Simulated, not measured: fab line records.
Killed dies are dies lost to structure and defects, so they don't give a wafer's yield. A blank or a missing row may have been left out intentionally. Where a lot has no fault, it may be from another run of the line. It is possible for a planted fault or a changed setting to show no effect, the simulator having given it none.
fab line records ; flow nand_harc
[record] lots = 7; wafers = 19; last_day = 23
route steps=1159 shown A_ONON_D1@430 END@1159
lots with no fault: from the same line, run without faults
start_h: hours from the record's first day to the start of the lot's first wafer shown ; wait_h: hours elapsed since this lot's preceding step ; " the same as in the row above ; L1.1+2: several wafers, shown together as one row ; - no value present, or no start provided ; * or withheld: withheld ; < > ~ a bound
route shown NAME@n: NAME is a module with steps in the file, n the number in the route of the first one ; usual: mean/standard deviation of fault-free wafers ; same: alike in all rows ; chamber/n: place in a boat ; sites: the reading at each site ; _std_site: standard deviation across them ; _edge_site: outer sites' mean less inner sites' ; radius_mm: how far each site lies from the wafer's centre ; mask NAME#n: copy n ; behind: the last tool/chamber to shape the wafer ; hold: why the lot went on hold/how many hours it stayed there/how the hold came to an end ; device: names the non-switching transistor (n, p or np) ; end of line: tests run on the same wafers once the route is complete ; a step with no rows: only its recipe ; killed: at the first sort, the dies lost to defects and structure; wafer yield is something else ; map: dies across one wafer; x = killed, . = not, _ = none there
set.NAME: the setting the step ran with; set.NAME@STEP: the setting that earlier step ran with ; model.NAME: the simulator's own value behind a step, which no gauge read
lots at selected steps of the route; one table per step, one row per wafer
services: the hour from which a tool's chamber was out of use, counted from the record's first day as start_h (under 0 if before that day), plus the number of hours and why
[[steps]]
[step NHARC_A_ONON_D1_DEP_09]
[recipe] target_thk_a = 10000; n2_flow_sccm = 2750; n2o_flow_sccm = 2000; nh3_flow_sccm = 500; sih4_flow_sccm = 210; temp_c = 400
[step NHARC_A_ONON_D1_THK_MEAS_11]
[recipe] thk_meas_gauge = ellipsometry
[usual] thk_nm = 1003/9.6
lot.wafer;tool;chamber;start_h;wait_h;thk_nm
L874.1;film_metro-01;-;167.15;-;1020
L874.4;film_metro-01;-;167.15;-;1020
L874.6;film_metro-01;-;167.15;-;1018
L876.2;film_metro-02;-;184.08;-;999
L876.3;film_metro-02;-;184.08;-;1000
L876.4;film_metro-02;-;184.08;-;999
L882.1;film_metro-01;-;220.51;-;1010
L882.5;film_metro-01;-;220.51;-;1008
L882.6;film_metro-01;-;220.51;-;1009
L881.2;film_metro-02;-;220.53;-;1027
L881.4;film_metro-02;-;220.53;-;1026
L881.5;film_metro-02;-;220.53;-;1027
L886.1;film_metro-02;-;235.40;-;1005
L886.6;film_metro-02;-;235.40;-;1006
L888.1;film_metro-02;-;253.93;-;1001
L888.2;film_metro-02;-;253.93;-;1002
L893.1;film_metro-02;-;285.25;-;1009
L893.2;film_metro-02;-;285.25;-;1009
L893.4;film_metro-02;-;285.25;-;1011
[step NHARC_A_ONON_D1_DEP_12]
[recipe] target_thk_a = 10000; n2_flow_sccm = 2750; n2o_flow_sccm = 2000; nh3_flow_sccm = 500; sih4_flow_sccm = 210; temp_c = 400
[step NHARC_A_ONON_D1_THK_MEAS_14]
[recipe] thk_meas_gauge = ellipsometry
[usual] thk_nm = 1004/11
lot.wafer;tool;chamber;start_h;wait_h;thk_nm
L874.1;film_metro-01;-;167.72;-;1001
L874.4;film_metro-01;-;167.72;-;1002
L874.6;film_metro-01;-;167.72;-;1002
L876.2;film_metro-02;-;184.65;-;1021
L876.3;film_metro-02;-;184.65;-;1018
L876.4;film_metro-02;-;184.65;-;1018
L882.1;film_metro-02;-;221.08;-;1006
L882.5;film_metro-02;-;221.08;-;1005
L882.6;film_metro-02;-;221.08;-;1008
L881.2;film_metro-02;-;221.09;-;1007
L881.4;film_metro-02;-;221.09;-;1008
L881.5;film_metro-02;-;221.09;-;1008
L886.1;film_metro-01;-;235.96;-;1003
L886.6;film_metro-01;-;235.96;-;1004
L888.1;film_metro-01;-;254.50;-;974
L888.2;film_metro-01;-;254.50;-;975
L893.1;film_metro-02;-;285.82;-;988
L893.2;film_metro-02;-;285.82;-;987
L893.4;film_metro-02;-;285.82;-;987
[step NHARC_A_ONON_D1_ANNEAL_15]
[recipe] temp_c = 750; time_s = 3600
[step NHARC_A_ONON_D1_DEP_16]
[recipe] target_thk_a = 10000; n2_flow_sccm = 2750; n2o_flow_sccm = 2000; nh3_flow_sccm = 500; sih4_flow_sccm = 210; temp_c = 400
[step NHARC_A_ONON_D1_THK_MEAS_18]
[recipe] thk_meas_gauge = ellipsometry
[usual] thk_nm = 1001/10
lot.wafer;tool;chamber;start_h;wait_h;thk_nm
L874.1;film_metro-02;-;176.75;-;1010
L874.4;film_metro-02;-;176.75;-;1011
L874.6;film_metro-02;-;176.75;-;1010
L876.2;film_metro-02;-;191.74;-;989
L876.3;film_metro-02;-;191.74;-;991
L876.4;film_metro-02;-;191.74;-;991
L881.2;film_metro-02;-;228.59;-;1011
L881.4;film_metro-02;-;228.59;-;1014
L881.5;film_metro-02;-;228.59;-;1012
L882.1;film_metro-01;-;228.59;-;1004
L882.5;film_metro-01;-;228.59;-;1004
L882.6;film_metro-01;-;228.59;-;1005
L886.1;film_metro-02;-;245.65;-;998
L886.6;film_metro-02;-;245.65;-;997
L888.1;film_metro-02;-;261.58;-;1010
L888.2;film_metro-02;-;261.58;-;1010
L893.1;film_metro-01;-;292.97;-;1002
L893.2;film_metro-01;-;292.97;-;1000
L893.4;film_metro-01;-;292.97;-;1000
[step NHARC_A_ONON_D1_DEP_19]
[recipe] target_thk_a = 10000; n2_flow_sccm = 2750; n2o_flow_sccm = 2000; nh3_flow_sccm = 500; sih4_flow_sccm = 210; temp_c = 400
[step NHARC_A_ONON_D1_THK_MEAS_21]
[recipe] thk_meas_gauge = ellipsometry
[usual] thk_nm = 999/8.4
lot.wafer;tool;chamber;start_h;wait_h;thk_nm
L874.1;film_metro-02;-;177.31;-;1003
L874.4;film_metro-02;-;177.31;-;1002
L874.6;film_metro-02;-;177.31;-;1003
L876.2;film_metro-02;-;192.30;-;998
L876.3;film_metro-02;-;192.30;-;998
L876.4;film_metro-02;-;192.30;-;996
L881.2;film_metro-01;-;229.16;-;1014
L881.4;film_metro-01;-;229.16;-;1012
L881.5;film_metro-01;-;229.16;-;1013
L882.1;film_metro-02;-;229.16;-;1012
L882.5;film_metro-02;-;229.16;-;1011
L882.6;film_metro-02;-;229.16;-;1011
L886.1;film_metro-01;-;246.22;-;997
L886.6;film_metro-01;-;246.22;-;998
L888.1;film_metro-01;-;262.15;-;987
L888.2;film_metro-01;-;262.15;-;988
L893.1;film_metro-02;-;293.54;-;981
L893.2;film_metro-02;-;293.54;-;982
L893.4;film_metro-02;-;293.54;-;983
[step NHARC_A_ONON_D1_DEP_22]
[recipe] target_thk_a = 10000; n2_flow_sccm = 2750; n2o_flow_sccm = 2000; nh3_flow_sccm = 500; sih4_flow_sccm = 210; temp_c = 400
[step NHARC_A_ONON_D1_THK_MEAS_24]
[recipe] thk_meas_gauge = ellipsometry
[usual] thk_nm = 999/10
lot.wafer;tool;chamber;start_h;wait_h;thk_nm
L874.1;film_metro-02;-;177.88;-;999
L874.4;film_metro-02;-;177.88;-;1001
L874.6;film_metro-02;-;177.88;-;1001
L876.2;film_metro-02;-;192.87;-;993
L876.3;film_metro-02;-;192.87;-;995
L876.4;film_metro-02;-;192.87;-;994
L882.1;film_metro-02;-;229.73;-;1005
L882.5;film_metro-02;-;229.73;-;1007
L882.6;film_metro-02;-;229.73;-;1009
L881.2;film_metro-01;-;229.73;-;1006
L881.4;film_metro-01;-;229.73;-;1006
L881.5;film_metro-01;-;229.73;-;1005
L886.1;film_metro-01;-;246.79;-;991
L886.6;film_metro-01;-;246.79;-;993
L888.1;film_metro-02;-;262.72;-;1017
L888.2;film_metro-02;-;262.72;-;1015
L893.1;film_metro-02;-;294.11;-;1005
L893.2;film_metro-02;-;294.11;-;1005
L893.4;film_metro-02;-;294.11;-;1003
[step NHARC_A_ONON_D1_DEP_25]
[recipe] target_thk_a = 10000; n2_flow_sccm = 2750; n2o_flow_sccm = 2000; nh3_flow_sccm = 500; sih4_flow_sccm = 210; temp_c = 400
[usual] sih4_flow_sccm = 210.0/0.67
lot.wafer;tool;chamber;start_h;wait_h;sih4_flow_sccm
L874.1;pecvd_onon-01;0;177.93;0.1;210.5
L874.4;pecvd_onon-01;0;177.93;0.1;210.2
L874.6;pecvd_onon-01;0;177.93;0.1;209.9
L876.2;pecvd_onon-01;0;192.98;0.1;210.0
L876.3;pecvd_onon-01;0;192.98;0.1;210.5
L876.4;pecvd_onon-01;0;192.98;0.1;210.0
L882.1;pecvd_onon-01;0;229.78;0.1;210.1
L882.5;pecvd_onon-01;0;229.78;0.1;209.3
L882.6;pecvd_onon-01;0;229.78;0.1;209.6
L881.2;pecvd_onon-02;0;229.85;0.1;208.2
L881.4;pecvd_onon-02;0;229.85;0.1;210.6
L881.5;pecvd_onon-02;0;229.85;0.1;210.8
L886.1;pecvd_onon-01;0;246.84;0.1;211.5
L886.6;pecvd_onon-01;0;246.84;0.1;211.0
L888.1;pecvd_onon-01;0;262.78;0.1;210.5
L888.2;pecvd_onon-01;0;262.78;0.1;210.2
L893.1;pecvd_onon-03;0;294.17;0.1;211.6
L893.2;pecvd_onon-03;0;294.17;0.1;209.9
L893.4;pecvd_onon-03;0;294.17;0.1;211.3
[step NHARC_A_ONON_D1_THK_MEAS_27]
[recipe] thk_meas_gauge = ellipsometry
[usual] thk_nm = 997/11
lot.wafer;tool;chamber;start_h;wait_h;thk_nm
L874.1;film_metro-02;-;178.44;-;1008
L874.4;film_metro-02;-;178.44;-;1006
L874.6;film_metro-02;-;178.44;-;1006
L876.2;film_metro-01;-;193.44;-;991
L876.3;film_metro-01;-;193.44;-;990
L876.4;film_metro-01;-;193.44;-;993
L882.1;film_metro-02;-;230.29;-;992
L882.5;film_metro-02;-;230.29;-;994
L882.6;film_metro-02;-;230.29;-;1503
L881.2;film_metro-01;-;230.30;-;979
L881.4;film_metro-01;-;230.30;-;976
L881.5;film_metro-01;-;230.30;-;979
L886.1;film_metro-01;-;247.35;-;993
L886.6;film_metro-01;-;247.35;-;1500
L888.1;film_metro-01;-;263.29;-;980
L888.2;film_metro-01;-;263.29;-;1487
L893.1;film_metro-01;-;294.68;-;997
L893.2;film_metro-01;-;294.68;-;1000
L893.4;film_metro-01;-;294.68;-;996
[step NHARC_A_ONON_D1_DEP_28]
[recipe] target_thk_a = 10000; n2_flow_sccm = 2750; n2o_flow_sccm = 2000; nh3_flow_sccm = 500; sih4_flow_sccm = 210; temp_c = 400
[step NHARC_END_SORT_01]
[recipe] temp_c = 25
[usual] killed_at_array = 25/9.2; killed_at_other = 0.8/1.2; killed_at_periphery = 3.9/2.6; killed_dies = 30/9.7; killed_open = 3.4/1.9; killed_short = 2.0/1.4
[same] gross_dies = 677
lot.wafer;tool;chamber;start_h;wait_h;killed_at_array;killed_at_other;killed_at_periphery;killed_dies;killed_open;killed_short
L882.6;prober-02;0;503.04;4.0;673;1;3;677;3;4
L886.6;prober-01;0;511.40;3.9;675;0;2;677;4;2
// killed by level:class
L882.6 A_ONON_D1:area_dep=633 A_SLIT:chamber_film_flake=12 A_STAIRCASE:chamber_film_flake=8 A_CHANNEL_HOLE_D1:chamber_film_flake=5 A_WL_FILL:chamber_film_flake=5 A_CONTACT:chamber_film_flake=5 A_CHANNEL_FILL_D1:geometric_particle:short=2 A_CONTACT:geometric_particle:open=2
L886.6 A_ONON_D1:area_dep=646 A_SLIT:chamber_film_flake=8 A_STAIRCASE:chamber_film_flake=7 A_CHANNEL_HOLE_D1:chamber_film_flake=4 A_WL_FILL:chamber_film_flake=3 A_M0:geometric_particle:open=2 P_M2:geometric_particle:open=1 A_SGD_CUT:geometric_particle:short=1
// map L882.6 (x killed, . not)
____________x____________
_________xxxxxxx_________
_______xxxxxxxxxxx_______
______xxxxxxxxxxxxx______
_____xxxxxxxxxxxxxxx_____
____xxxxxxxxxxxxxxxxx____
____xxxxxxxxxxxxxxxxx____
___xxxxxxxxxxxxxxxxxxx___
___xxxxxxxxxxxxxxxxxxx___
__xxxxxxxxxxxxxxxxxxxxx__
__xxxxxxxxxxxxxxxxxxxxx__
_xxxxxxxxxxxxxxxxxxxxxxx_
_xxxxxxxxxxxxxxxxxxxxxxx_
_xxxxxxxxxxxxxxxxxxxxxxx_
_xxxxxxxxxxxxxxxxxxxxxxx_
_xxxxxxxxxxxxxxxxxxxxxxx_
xxxxxxxxxxxxxxxxxxxxxxxxx
xxxxxxxxxxxxxxxxxxxxxxxxx
xxxxxxxxxxxxxxxxxxxxxxxxx
xxxxxxxxxxxxxxxxxxxxxxxxx
xxxxxxxxxxxxxxxxxxxxxxxxx
_xxxxxxxxxxxxxxxxxxxxxxx_
_xxxxxxxxxxxxxxxxxxxxxxx_
_xxxxxxxxxxxxxxxxxxxxxxx_
_xxxxxxxxxxxxxxxxxxxxxxx_
_xxxxxxxxxxxxxxxxxxxxxxx_
__xxxxxxxxxxxxxxxxxxxxx__
__xxxxxxxxxxxxxxxxxxxxx__
___xxxxxxxxxxxxxxxxxxx___
___xxxxxxxxxxxxxxxxxxx___
____xxxxxxxxxxxxxxxxx____
____xxxxxxxxxxxxxxxxx____
_____xxxxxxxxxxxxxxx_____
______xxxxxxxxxxxxx______
_______xxxxxxxxxxx_______
_________xxxxxxx_________
____________x____________
// map L886.6 (x killed, . not)
____________x____________
_________xxxxxxx_________
_______xxxxxxxxxxx_______
______xxxxxxxxxxxxx______
_____xxxxxxxxxxxxxxx_____
____xxxxxxxxxxxxxxxxx____
____xxxxxxxxxxxxxxxxx____
___xxxxxxxxxxxxxxxxxxx___
___xxxxxxxxxxxxxxxxxxx___
__xxxxxxxxxxxxxxxxxxxxx__
__xxxxxxxxxxxxxxxxxxxxx__
_xxxxxxxxxxxxxxxxxxxxxxx_
_xxxxxxxxxxxxxxxxxxxxxxx_
_xxxxxxxxxxxxxxxxxxxxxxx_
_xxxxxxxxxxxxxxxxxxxxxxx_
_xxxxxxxxxxxxxxxxxxxxxxx_
xxxxxxxxxxxxxxxxxxxxxxxxx
xxxxxxxxxxxxxxxxxxxxxxxxx
xxxxxxxxxxxxxxxxxxxxxxxxx
xxxxxxxxxxxxxxxxxxxxxxxxx
xxxxxxxxxxxxxxxxxxxxxxxxx
_xxxxxxxxxxxxxxxxxxxxxxx_
_xxxxxxxxxxxxxxxxxxxxxxx_
_xxxxxxxxxxxxxxxxxxxxxxx_
_xxxxxxxxxxxxxxxxxxxxxxx_
_xxxxxxxxxxxxxxxxxxxxxxx_
__xxxxxxxxxxxxxxxxxxxxx__
__xxxxxxxxxxxxxxxxxxxxx__
___xxxxxxxxxxxxxxxxxxx___
___xxxxxxxxxxxxxxxxxxx___
____xxxxxxxxxxxxxxxxx____
____xxxxxxxxxxxxxxxxx____
_____xxxxxxxxxxxxxxx_____
______xxxxxxxxxxxxx______
_______xxxxxxxxxxx_______
_________xxxxxxx_________
____________x____________
[[services]]
tool;chamber;start_h;hours;kind
pecvd_onon-01;-;195.00;13.0;pm
pecvd_onon-02;-;292.10;13.0;pm
[[key]]
[first_sign] step = NHARC_A_ONON_D1_THK_MEAS_27; reading = thk_nm; direction = up; sigmas = 46; usual = 997; struck = 1496
[effect] step = NHARC_END_SORT_01; reading = killed_at_array; direction = up; sigmas = 71; usual = 25; struck = 674
[more_kills_born_at] NHARC_A_ONON_D1_DEP_25@pecvd_onon-01 = 1279
met_at NHARC_A_ONON_D1_DEP_25
struck_wafers L882.6,L886.6,L888.2
later_rows_left_out L882.6,L886.6,L888.2
sort_left_out L888.2
tester_left_out L882,L886,L888
onset_between 192.98 229.78
[fault] kind = process_parameter_drift; tool = pecvd_onon-01; chamber = -; onset_h = 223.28; steps = NHARC_A_ONON_D1_DEP_25; channel = target_thk_a; offset = *; shape = step; end_h = 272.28; scope = struck_wafers_only; acts_in = *; stated = *
// tester_left_out: of these lots the tester's yield and bins aren't shown, on N5 and GAA mostly nor the transistor test; their killed dies are dies lost to structure and defects alone, not to doping, threshold or leakage, so they don't give the yield
// sort_left_out: the simulated sort isn't trusted on such a fault, so these wafers' sort isn't shown, and their yield isn't known
// later_rows_left_out: the simulator's readings of these wafers behind a module that went badly wrong aren't trusted and aren't shown, but for the sort
